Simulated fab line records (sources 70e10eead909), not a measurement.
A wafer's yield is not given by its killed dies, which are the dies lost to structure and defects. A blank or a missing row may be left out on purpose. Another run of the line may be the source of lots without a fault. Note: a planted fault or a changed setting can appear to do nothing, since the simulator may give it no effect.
Which of the tools did it? / flow nandHarc / 18 wafers from 6 lots sampled at 5 of the route's 1159 steps

== WHAT EACH GAUGE READ, for each wafer ==
NHARC_END_SORT_01.
lot=L406; measured=day 23 12:23; on=prober-01; killedAtArray=116 32 96

== WHAT TOOL EACH LOT RAN ON (gives the tool, then ch and the chambers of the sampled wafers, and finally the start) ==
lot=L392; NHARC_A_BLC_CVD_24=cvdW-02 ch 0,1, day 18 01:04; NHARC_A_BONDPAD_ETCH_34=rieDiel-05 ch 1,2, day 18 12:14; NHARC_A_BONDPAD_DEGAS_25=pvdSputter-02, day 18 13:07; NHARC_A_BONDPAD_PRE_CLEAN_26=pvdSputter-02, no start
lot=L397; NHARC_A_BLC_CVD_24=cvdW-02 ch 0,1, day 18 01:43; NHARC_A_BONDPAD_ETCH_34=rieDiel-04 ch 0,2, day 18 13:31; NHARC_A_BONDPAD_DEGAS_25=pvdSputter-03, day 18 14:22; NHARC_A_BONDPAD_PRE_CLEAN_26=pvdSputter-03, no start
lot=L394; NHARC_A_BLC_CVD_24=cvdW-02 ch 0,1, day 18 06:14; NHARC_A_BONDPAD_ETCH_34=rieDiel-04 ch 0,1, day 18 17:41; NHARC_A_BONDPAD_DEGAS_25=pvdSputter-01, day 18 18:32; NHARC_A_BONDPAD_PRE_CLEAN_26=pvdSputter-01, no start
lot=L400; NHARC_A_BLC_CVD_24=cvdW-01 ch 0,1, day 20 07:15; NHARC_A_BONDPAD_ETCH_34=rieDiel-07 ch 0,3, day 20 18:33; NHARC_A_BONDPAD_DEGAS_25=pvdSputter-02, day 20 19:27; NHARC_A_BONDPAD_PRE_CLEAN_26=pvdSputter-02, no start
lot=L405; NHARC_A_BLC_CVD_24=cvdW-02 ch 0, day 21 03:04; NHARC_A_BONDPAD_ETCH_34=rieDiel-04 ch 0,3, day 21 13:50; NHARC_A_BONDPAD_DEGAS_25=pvdSputter-02, day 21 14:42; NHARC_A_BONDPAD_PRE_CLEAN_26=pvdSputter-02, no start
lot=L406; NHARC_A_BLC_CVD_24=cvdW-02 ch 0,1, day 21 12:33; NHARC_A_BONDPAD_ETCH_34=rieDiel-04 ch 0,1,2, day 21 23:19; NHARC_A_BONDPAD_DEGAS_25=pvdSputter-02, day 22 00:10; NHARC_A_BONDPAD_PRE_CLEAN_26=pvdSputter-02, day 23 12:23 or earlier
- NHARC_A_BLC_CVD_24: deposits W, target thk 150 nm, time 434 s.
- NHARC_A_BONDPAD_ETCH_34: etches the open film in N2/H2, target depth 60 nm, overetch 18 nm, time 65.91 s.
- NHARC_A_BONDPAD_DEGAS_25: time 60 s.
- NHARC_A_BONDPAD_PRE_CLEAN_26: time 30 s.

== THE ANSWER, worked out from the rows above alone ==
Rule: the usual values come from the lots themselves. Put in order of their means at a reading, lots are off if they are a third of the lots or fewer, leave a main group of 4 or more, and stand apart from it by a gap of 3 or more times the standard deviation of the main group's means; of several such gaps the widest counts. A main group whose means are all the same, to the digits that the tables above print for the reading, isn't used. A lot without any number at a reading at which 4 lots or more have one is off too. All remaining lots with rows at the step are treated as sound.
Across all readings shown, no lot is off: no conclusion can be drawn from this.

== WHAT WAS PUT IN BY THE SIMULATOR ==
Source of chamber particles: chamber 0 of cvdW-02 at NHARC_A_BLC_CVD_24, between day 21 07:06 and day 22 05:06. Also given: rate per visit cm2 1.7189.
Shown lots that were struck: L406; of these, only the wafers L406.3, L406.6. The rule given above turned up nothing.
